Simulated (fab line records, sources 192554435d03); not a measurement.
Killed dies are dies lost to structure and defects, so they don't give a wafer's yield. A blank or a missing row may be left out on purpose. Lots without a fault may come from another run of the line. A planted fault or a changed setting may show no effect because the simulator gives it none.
Which tool did it? | flow n5_finfet | 24 lots, 72 wafers sampled, at 6 steps of a route of 1938

WHAT THE GAUGES READ, wafer by wafer
The record holds no reading of a measuring or inspecting step that can be judged against a usual standard deviation.

WHICH TOOL RAN EACH LOT (tool, then ch and the chambers of the sampled wafers, then the start)
lot  | N5_BEOL_M1_ANNEAL_82         | N5_BEOL_M1_SPUTTER_92        | N5_BEOL_M1_ANNEAL_51             | N5_BEOL_M2_STRIP_66                | N5_BEOL_M2_DESCUM_33               | N5_BEOL_M2_ANNEAL_89
L074 | pvd_sputter-01, day 6 09:07  | pvd_sputter-01, day 6 09:55  | rtp_anneal-01 ch 0, day 6 10:38  | rie_diel-05 ch 2,3, day 6 13:21    | rie_diel-02 ch 1,2, day 6 14:01    | pvd_sputter-01, day 7 07:07
L075 | pvd_sputter-03, day 6 10:36  | pvd_sputter-03, day 6 11:24  | rtp_anneal-02 ch 0, day 6 12:05  | rie_diel-06 ch 0,2,3, day 6 14:43  | rie_diel-06 ch 1,2,3, day 6 15:32  | pvd_sputter-03, day 7 10:10
L076 | pvd_sputter-03, day 6 20:47  | pvd_sputter-03, day 6 21:35  | rtp_anneal-02 ch 0, day 6 22:15  | rie_diel-05 ch 0,1,2, day 7 00:28  | rie_diel-06 ch 1,2,3, day 7 01:20  | pvd_sputter-03, day 7 21:23
L078 | pvd_sputter-03, day 7 11:48  | pvd_sputter-03, day 7 12:36  | rtp_anneal-02 ch 0, day 7 13:14  | rie_diel-02 ch 2,3, day 7 15:41    | rie_diel-05 ch 1,2,3, day 7 16:40  | pvd_sputter-02, day 8 13:13
L077 | pvd_sputter-01, day 7 13:32  | pvd_sputter-01, day 7 14:20  | rtp_anneal-01 ch 0, day 7 15:11  | rie_diel-06 ch 1,2,3, day 7 17:54  | rie_diel-02 ch 1,3, day 7 18:42    | pvd_sputter-03, day 9 00:08
L079 | pvd_sputter-01, day 7 16:14  | pvd_sputter-01, day 7 17:02  | rtp_anneal-01 ch 0, day 7 17:40  | rie_diel-02 ch 0,3, day 7 21:25    | rie_diel-02 ch 0,3, day 7 22:05    | pvd_sputter-01, day 9 06:41
L080 | pvd_sputter-03, day 7 18:55  | pvd_sputter-03, day 7 19:43  | rtp_anneal-02 ch 0, day 7 20:27  | rie_diel-02 ch 0,1,3, day 7 23:31  | rie_diel-06 ch 1,2,3, day 8 00:11  | pvd_sputter-03, day 9 11:11
L081 | pvd_sputter-01, day 7 22:20  | pvd_sputter-01, day 7 23:08  | rtp_anneal-02 ch 0, day 8 00:00  | rie_diel-06 ch 0,2,3, day 8 03:01  | rie_diel-02 ch 0,1,3, day 8 03:49  | pvd_sputter-01, day 9 11:26
L082 | pvd_sputter-01, day 8 12:14  | pvd_sputter-01, day 8 13:06  | rtp_anneal-01 ch 0, day 8 13:47  | rie_diel-05 ch 1,2,3, day 8 16:35  | rie_diel-02 ch 0,1,3, day 8 17:14  | pvd_sputter-03, day 9 13:02
L083 | pvd_sputter-03, day 8 20:08  | pvd_sputter-03, day 8 20:56  | rtp_anneal-01 ch 0, day 8 21:34  | rie_diel-02 ch 1,2,3, day 8 23:29  | rie_diel-06 ch 0,2,3, day 9 00:28  | pvd_sputter-02, day 9 14:22
L084 | pvd_sputter-01, day 9 03:03  | pvd_sputter-01, day 9 03:55  | rtp_anneal-01 ch 0, day 9 04:36  | rie_diel-05 ch 1,2,3, day 9 07:41  | rie_diel-02 ch 0,3, day 9 08:51    | pvd_sputter-03, day 10 14:35
L085 | pvd_sputter-02, day 9 07:34  | pvd_sputter-02, day 9 08:22  | rtp_anneal-02 ch 0, day 9 09:07  | rie_diel-02 ch 0,3, day 9 11:08    | rie_diel-05 ch 1,2,3, day 9 12:02  | pvd_sputter-03, day 10 11:13
L087 | pvd_sputter-01, day 9 13:46  | pvd_sputter-01, day 9 14:38  | rtp_anneal-01 ch 0, day 9 15:21  | rie_diel-06 ch 0,1, day 9 18:53    | rie_diel-05 ch 0,1, day 9 19:39    | pvd_sputter-01, day 10 11:00
L086 | pvd_sputter-03, day 9 23:19  | pvd_sputter-03, day 10 00:07 | rtp_anneal-02 ch 0, day 10 00:45 | rie_diel-06 ch 0,3, day 10 03:17   | rie_diel-06 ch 0,1,3, day 10 04:10 | pvd_sputter-01, day 10 14:40
L089 | pvd_sputter-03, day 10 03:36 | pvd_sputter-03, day 10 04:24 | rtp_anneal-01 ch 0, day 10 05:02 | rie_diel-06 ch 0,1,2, day 10 07:13 | rie_diel-05 ch 1,2,3, day 10 08:05 | pvd_sputter-01, day 10 17:34
L091 | pvd_sputter-02, day 10 17:08 | pvd_sputter-02, day 10 17:56 | rtp_anneal-02 ch 0, day 10 18:35 | rie_diel-02 ch 0,1,2, day 10 22:25 | rie_diel-05 ch 0,1,2, day 10 23:32 | pvd_sputter-03, day 11 06:29
L088 | pvd_sputter-03, day 10 20:40 | pvd_sputter-03, day 10 21:28 | rtp_anneal-01 ch 0, day 10 22:12 | rie_diel-02 ch 0,2,3, day 11 01:30 | rie_diel-05 ch 1,2, day 11 02:17   | pvd_sputter-02, day 11 06:15
L090 | pvd_sputter-03, day 11 00:11 | pvd_sputter-03, day 11 00:59 | rtp_anneal-01 ch 0, day 11 01:37 | rie_diel-06 ch 0,2,3, day 11 05:14 | rie_diel-05 ch 0,3, day 11 06:19   | pvd_sputter-01, day 11 15:07
L092 | pvd_sputter-01, day 11 02:11 | pvd_sputter-01, day 11 02:59 | rtp_anneal-02 ch 0, day 11 03:40 | rie_diel-05 ch 1,3, day 11 06:10   | rie_diel-02 ch 0,2, day 11 06:56   | pvd_sputter-03, day 11 22:31
L093 | pvd_sputter-03, day 11 16:22 | pvd_sputter-03, day 11 17:10 | rtp_anneal-01 ch 0, day 11 17:48 | rie_diel-02 ch 1,3, day 11 21:25   | rie_diel-02 ch 1,3, day 11 22:34   | pvd_sputter-01, day 12 01:49
L094 | pvd_sputter-03, day 12 01:48 | pvd_sputter-03, day 12 02:36 | rtp_anneal-02 ch 0, day 12 03:14 | rie_diel-02 ch 0,2, day 12 05:29   | rie_diel-06 ch 0,2,3, day 12 06:24 | pvd_sputter-02, day 12 11:19
L095 | pvd_sputter-03, day 12 05:54 | pvd_sputter-03, day 12 06:42 | rtp_anneal-02 ch 0, day 12 07:20 | rie_diel-05 ch 0,2,3, day 12 09:26 | rie_diel-02 ch 0,3, day 12 10:37   | pvd_sputter-02, day 12 18:11
L096 | pvd_sputter-02, day 12 08:58 | pvd_sputter-02, day 12 09:46 | rtp_anneal-01 ch 0, day 12 10:24 | rie_diel-05 ch 0,1, day 12 13:34   | rie_diel-05 ch 1,3, day 12 14:14   | pvd_sputter-03, day 13 01:43
L097 | pvd_sputter-01, day 12 16:10 | pvd_sputter-01, day 12 16:58 | rtp_anneal-02 ch 0, day 12 17:36 | rie_diel-05 ch 0,1,3, day 12 20:50 | rie_diel-02 ch 0,2, day 12 21:29   | pvd_sputter-03, day 13 16:13
- N5_BEOL_M1_ANNEAL_82: time 240 s.
- N5_BEOL_M1_SPUTTER_92: material Cu, target thk 4.5 nm, time 8.29 s.
- N5_BEOL_M1_ANNEAL_51: time 90 s.
- N5_BEOL_M2_STRIP_66: strips in CF4.
- N5_BEOL_M2_DESCUM_33: chemistry O2, time 7 s.
- N5_BEOL_M2_ANNEAL_89: time 240 s.

WHAT THE TOOLS THEMSELVES READ (means of the sampled wafers that have a number; where no wafer has one, the mark that the record gives instead)
N5_BEOL_M1_ANNEAL_82.
lot  | tool           | heater_power_w (W)
L074 | pvd_sputter-01 | 916
L075 | pvd_sputter-03 | 801
L076 | pvd_sputter-03 | 800
L078 | pvd_sputter-03 | 824
L077 | pvd_sputter-01 | 862
L079 | pvd_sputter-01 | 894
L080 | pvd_sputter-03 | 784
L081 | pvd_sputter-01 | 917
L082 | pvd_sputter-01 | 903
L083 | pvd_sputter-03 | 821
L084 | pvd_sputter-01 | 880
L085 | pvd_sputter-02 | 881
L087 | pvd_sputter-01 | 877
L086 | pvd_sputter-03 | 841
L089 | pvd_sputter-03 | 830
L091 | pvd_sputter-02 | 786
L088 | pvd_sputter-03 | 785
L090 | pvd_sputter-03 | 788
L092 | pvd_sputter-01 | 917
L093 | pvd_sputter-03 | 814
L094 | pvd_sputter-03 | 836
L095 | pvd_sputter-03 | 836
L096 | pvd_sputter-02 | 767
L097 | pvd_sputter-01 | 936

N5_BEOL_M1_SPUTTER_92.
lot  | tool           | chuck_gas_flow_sccm (sccm) | throttle_valve_pct (%)
L074 | pvd_sputter-01 | 1.22                       | 29.6
L075 | pvd_sputter-03 | 1.21                       | 29.9
L076 | pvd_sputter-03 | 1.26                       | 30.1
L078 | pvd_sputter-03 | 1.29                       | 29.8
L077 | pvd_sputter-01 | 1.31                       | 30.6
L079 | pvd_sputter-01 | 1.28                       | 30.2
L080 | pvd_sputter-03 | 1.29                       | 30.1
L081 | pvd_sputter-01 | 1.30                       | 29.8
L082 | pvd_sputter-01 | 1.27                       | 30.0
L083 | pvd_sputter-03 | 1.27                       | 29.8
L084 | pvd_sputter-01 | 1.32                       | 30.6
L085 | pvd_sputter-02 | 1.25                       | 30.5
L087 | pvd_sputter-01 | 1.25                       | 30.2
L086 | pvd_sputter-03 | 1.32                       | 29.4
L089 | pvd_sputter-03 | 1.26                       | 29.7
L091 | pvd_sputter-02 | 1.29                       | 30.0
L088 | pvd_sputter-03 | 1.22                       | 30.3
L090 | pvd_sputter-03 | 1.29                       | 30.3
L092 | pvd_sputter-01 | 1.28                       | 29.9
L093 | pvd_sputter-03 | 1.29                       | 30.0
L094 | pvd_sputter-03 | 1.26                       | 29.5
L095 | pvd_sputter-03 | 1.28                       | 29.5
L096 | pvd_sputter-02 | 1.29                       | 30.6
L097 | pvd_sputter-01 | 1.23                       | 29.5

N5_BEOL_M1_ANNEAL_51.
lot  | tool          | anneal_temp_c_max | wafer_temp_C_max
L074 | rtp_anneal-01 | 225.98            | 226.41
L075 | rtp_anneal-02 | 225.57            | 226.04
L076 | rtp_anneal-02 | 225.34            | 225.93
L078 | rtp_anneal-02 | 225.65            | 226.01
L077 | rtp_anneal-01 | 226.05            | 226.24
L079 | rtp_anneal-01 | 226.18            | 226.20
L080 | rtp_anneal-02 | 225.61            | 226.18
L081 | rtp_anneal-02 | 225.76            | 226.09
L082 | rtp_anneal-01 | 225.93            | 226.32
L083 | rtp_anneal-01 | 225.99            | 226.43
L084 | rtp_anneal-01 | 226.18            | 226.63
L085 | rtp_anneal-02 | 225.29            | 225.87
L087 | rtp_anneal-01 | 225.66            | 226.24
L086 | rtp_anneal-02 | 225.33            | 226.12
L089 | rtp_anneal-01 | 225.99            | 226.48
L091 | rtp_anneal-02 | 225.52            | 226.23
L088 | rtp_anneal-01 | 225.81            | 226.24
L090 | rtp_anneal-01 | 225.89            | 226.09
L092 | rtp_anneal-02 | 225.73            | 226.19
L093 | rtp_anneal-01 | 225.83            | 226.07
L094 | rtp_anneal-02 | 225.60            | 226.13
L095 | rtp_anneal-02 | 225.61            | 226.18
L096 | rtp_anneal-01 | 225.97            | 226.27
L097 | rtp_anneal-02 | 225.47            | 226.56

N5_BEOL_M2_STRIP_66.
lot  | tool        | drypump_motor_current_A (A) | oes_product_au (a.u.) | rf_fwd_power_W (W) | rf_vpp_V (V) | showerhead_plenum_p_Torr (Torr) | throttle_valve_pct (%)
L074 | rie_diel-05 | 5.4                         | 0.76                  | 292.7              | 271.3        | 1.80                            | 13.53
L075 | rie_diel-06 | 6.0                         | 0.78                  | 292.9              | 271.2        | 1.80                            | 13.61
L076 | rie_diel-05 | 5.7                         | 0.72                  | 293.6              | 271.6        | 1.78                            | 13.74
L078 | rie_diel-02 | 6.0                         | 0.88                  | 293.2              | 273.4        | 1.86                            | 13.45
L077 | rie_diel-06 | 6.0                         | 0.76                  | 292.2              | 271.2        | 1.80                            | 13.60
L079 | rie_diel-02 | 6.0                         | 0.85                  | 292.2              | 273.5        | 1.89                            | 13.62
L080 | rie_diel-02 | 5.5                         | 0.77                  | 292.2              | 272.5        | 1.84                            | 13.69
L081 | rie_diel-06 | 6.0                         | 0.77                  | 291.7              | 271.8        | 1.80                            | 13.63
L082 | rie_diel-05 | 5.4                         | 0.76                  | 293.5              | 271.9        | 1.80                            | 13.62
L083 | rie_diel-02 | 5.7                         | 0.81                  | 292.5              | 271.8        | 1.83                            | 13.54
L084 | rie_diel-05 | 5.4                         | 0.75                  | 292.1              | 271.6        | 1.80                            | 13.63
L085 | rie_diel-02 | 5.6                         | 0.75                  | 292.9              | 271.2        | 1.87                            | 13.83
L087 | rie_diel-06 | 5.8                         | 0.85                  | 291.7              | 271.0        | 1.83                            | 13.45
L086 | rie_diel-06 | 5.8                         | 0.77                  | 292.5              | 270.9        | 1.79                            | 13.63
L089 | rie_diel-06 | 5.9                         | 0.79                  | 292.1              | 271.5        | 1.82                            | 13.58
L091 | rie_diel-02 | 5.3                         | 0.73                  | 293.2              | 271.3        | 1.81                            | 13.76
L088 | rie_diel-02 | 5.8                         | 0.79                  | 291.8              | 272.8        | 1.86                            | 13.69
L090 | rie_diel-06 | 6.0                         | 0.75                  | 291.8              | 270.4        | 1.79                            | 13.70
L092 | rie_diel-05 | 5.3                         | 0.79                  | 292.6              | 271.5        | 1.80                            | 13.50
L093 | rie_diel-02 | 5.9                         | 0.79                  | 292.0              | 273.1        | 1.85                            | 13.57
L094 | rie_diel-02 | 5.6                         | 0.85                  | 293.4              | 272.2        | 1.83                            | 13.53
L095 | rie_diel-05 | 5.7                         | 0.72                  | 293.3              | 271.5        | 1.78                            | 13.65
L096 | rie_diel-05 | 5.7                         | 0.70                  | 291.8              | 270.6        | 1.78                            | 13.89
L097 | rie_diel-05 | 5.6                         | 0.73                  | 292.8              | 271.3        | 1.79                            | 13.71

N5_BEOL_M2_DESCUM_33.
lot  | tool        | drypump_motor_current_A (A) | oes_product_au (a.u.) | rf_fwd_power_W (W) | rf_vpp_V (V) | showerhead_plenum_p_Torr (Torr) | throttle_valve_pct (%)
L074 | rie_diel-02 | 5.3                         | 0.76                  | 49.53              | 243.2        | 2.10                            | 20.44
L075 | rie_diel-06 | 5.9                         | 0.78                  | 49.02              | 242.9        | 2.09                            | 20.32
L076 | rie_diel-06 | 6.0                         | 0.78                  | 49.28              | 243.4        | 2.09                            | 20.33
L078 | rie_diel-05 | 5.4                         | 0.78                  | 49.34              | 243.6        | 2.10                            | 20.42
L077 | rie_diel-02 | 5.9                         | 0.87                  | 49.54              | 244.1        | 2.18                            | 20.34
L079 | rie_diel-02 | 5.9                         | 0.87                  | 49.59              | 245.3        | 2.21                            | 20.44
L080 | rie_diel-06 | 5.9                         | 0.77                  | 49.30              | 243.4        | 2.09                            | 20.34
L081 | rie_diel-02 | 5.5                         | 0.78                  | 49.56              | 244.4        | 2.15                            | 20.53
L082 | rie_diel-02 | 5.5                         | 0.78                  | 49.76              | 243.3        | 2.15                            | 20.54
L083 | rie_diel-06 | 6.0                         | 0.78                  | 49.18              | 242.8        | 2.09                            | 20.47
L084 | rie_diel-02 | 6.0                         | 0.84                  | 49.78              | 244.7        | 2.20                            | 20.44
L085 | rie_diel-05 | 5.4                         | 0.77                  | 49.44              | 242.8        | 2.09                            | 20.44
L087 | rie_diel-05 | 5.7                         | 0.72                  | 49.47              | 243.3        | 2.08                            | 20.69
L086 | rie_diel-06 | 5.8                         | 0.80                  | 49.45              | 243.4        | 2.11                            | 20.35
L089 | rie_diel-05 | 5.4                         | 0.76                  | 49.34              | 242.8        | 2.09                            | 20.45
L091 | rie_diel-05 | 5.7                         | 0.70                  | 49.53              | 242.8        | 2.08                            | 20.66
L088 | rie_diel-05 | 5.5                         | 0.68                  | 49.53              | 242.8        | 2.07                            | 20.55
L090 | rie_diel-05 | 5.9                         | 0.75                  | 49.20              | 243.2        | 2.11                            | 20.62
L092 | rie_diel-02 | 5.6                         | 0.78                  | 49.54              | 243.9        | 2.13                            | 20.55
L093 | rie_diel-02 | 5.9                         | 0.81                  | 49.54              | 243.3        | 2.16                            | 20.39
L094 | rie_diel-06 | 6.0                         | 0.75                  | 49.33              | 243.5        | 2.09                            | 20.52
L095 | rie_diel-02 | 6.0                         | 0.90                  | 49.55              | 244.4        | 2.19                            | 20.35
L096 | rie_diel-05 | 5.3                         | 0.79                  | 49.22              | 244.2        | 2.09                            | 20.39
L097 | rie_diel-02 | 5.4                         | 0.89                  | 49.66              | 244.0        | 2.14                            | 20.41

N5_BEOL_M2_ANNEAL_89.
lot  | tool           | heater_power_w (W)
L074 | pvd_sputter-01 | 834
L075 | pvd_sputter-03 | 856
L076 | pvd_sputter-03 | 797
L078 | pvd_sputter-02 | 819
L077 | pvd_sputter-03 | 769
L079 | pvd_sputter-01 | 892
L080 | pvd_sputter-03 | 805
L081 | pvd_sputter-01 | 967
L082 | pvd_sputter-03 | 823
L083 | pvd_sputter-02 | 868
L084 | pvd_sputter-03 | 791
L085 | pvd_sputter-03 | 813
L087 | pvd_sputter-01 | 932
L086 | pvd_sputter-01 | 883
L089 | pvd_sputter-01 | 843
L091 | pvd_sputter-03 | 795
L088 | pvd_sputter-02 | 767
L090 | pvd_sputter-01 | 901
L092 | pvd_sputter-03 | 801
L093 | pvd_sputter-01 | 854
L094 | pvd_sputter-02 | 836
L095 | pvd_sputter-02 | 800
L096 | pvd_sputter-03 | 785
L097 | pvd_sputter-03 | 801

THE ANSWER, worked out from the rows above alone
Rule: what is usual is taken from the lots themselves. Put in order of their means at a reading, lots are off if they are a third of the lots or fewer, leave a main group of 4 or more, and stand apart from it by a gap of 3 or more times the standard deviation of the main group's means; of several such gaps the widest counts. A main group whose means are all the same, to the digits that the tables above print for the reading, isn't used. A lot without any number at a reading at which 4 lots or more have one is off too. The other lots that the step has rows for count as sound. The gauges are gone through in route order, then the tools' own readings, and for those a lot's mean is taken as printed above. The first step at which some lot is off is used, and at that step the reading that is off furthest; a lot without a number counts as furthest.
No lot is off at any reading shown: from this, nothing can be told.

WHAT THE SIMULATOR HAD PUT IN
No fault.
